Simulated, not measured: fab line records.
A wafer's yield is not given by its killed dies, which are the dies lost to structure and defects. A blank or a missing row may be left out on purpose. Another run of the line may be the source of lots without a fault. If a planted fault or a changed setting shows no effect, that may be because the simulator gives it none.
Matching of chambers -- flow n5Finfet -- 3 sister chambers for N5_FIN_SAQP_PECVD_48 on pecvd-04
The step deposits SiNx from SiH4/NH3/N2, target thk 25 nm, time 22.1 s. 22 wafers are shown with their chamber, then 11 later ones without.

EACH WAFER AND ITS CHAMBER
wafer,chamber,throttleValvePct (%),showerheadVppV (V),heaterPowerOuterW (W)
L075.1,0,38.5,1032,428
L075.2,1,37.4,1066,516
L075.5,0,38.2,1020,423
L077.3,0,38.2,1017,377
L077.5,2,36.4,1047,629
L077.6,0,38.2,1004,394
L078.1,0,38.2,1015,352
L078.4,0,38.3,1014,363
L078.5,1,37.6,1052,443
L080.2,1,37.4,1064,472
L080.5,0,38.3,1018,388
L080.6,1,37.5,1057,476
L082.1,0,38.6,1022,361
L082.3,2,36.6,1051,541
L082.5,0,38.3,996,367
L083.2,1,37.2,1068,544
L083.5,1,37.4,1054,549
L083.6,0,38.4,1017,388
L084.1,0,38.6,1017,385
L084.3,2,36.9,1060,631
L084.6,1,37.6,1069,548
L085.2,1,37.2,1083,540

SIGNATURES (means of the wafers above)
reading,chamber 0,chamber 1,chamber 2,scatter within a chamber
throttleValvePct,38.345,37.413,36.633,0.169
showerheadVppV,1015.64,1064.12,1052.67,9.32
heaterPowerOuterW,384.18,511.00,600.33,35.1
Rule: a wafer lies at a distance from a chamber equal to the root of the sum of squares, over the readings, of (its reading less the chamber's mean, divided by the reading's scatter). The wafer belongs to the nearest chamber; if the next one is less than 2 further off, it can't be placed. The scatter: take each reading less its chamber's mean, square it, sum over the shown wafers, divide by the number of wafers less the number of chambers, and take the root.

WAFERS MISSING THEIR CHAMBER
wafer,throttleValvePct (%),showerheadVppV (V),heaterPowerOuterW (W)
L085.5,36.8,1054,518
L085.6,38.5,1006,409
L091.3,37.0,1060,612
L091.4,37.3,1089,541
L091.6,38.3,1032,375
L094.1,38.6,1028,345
L094.2,37.4,1066,442
L094.3,36.9,1060,599
L096.1,37.4,1072,513
L096.3,36.8,1062,539
L096.4,38.3,1035,396

WHICH CHAMBER EACH WENT THROUGH
wafer,from the rows above,in truth
L085.5,can't be placed: 2 or 1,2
L085.6,0,0
L091.3,can't be placed: 2 or 1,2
L091.4,1,1
L091.6,0,0
L094.1,0,0
L094.2,1,1
L094.3,2,2
L096.1,1,1
L096.3,can't be placed: 2 or 1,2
L096.4,0,0
Correctly placed: 8 of 11. Cannot be placed on the basis of these rows: 3; the candidates contain the true chamber in 3. 0 placed wrongly.
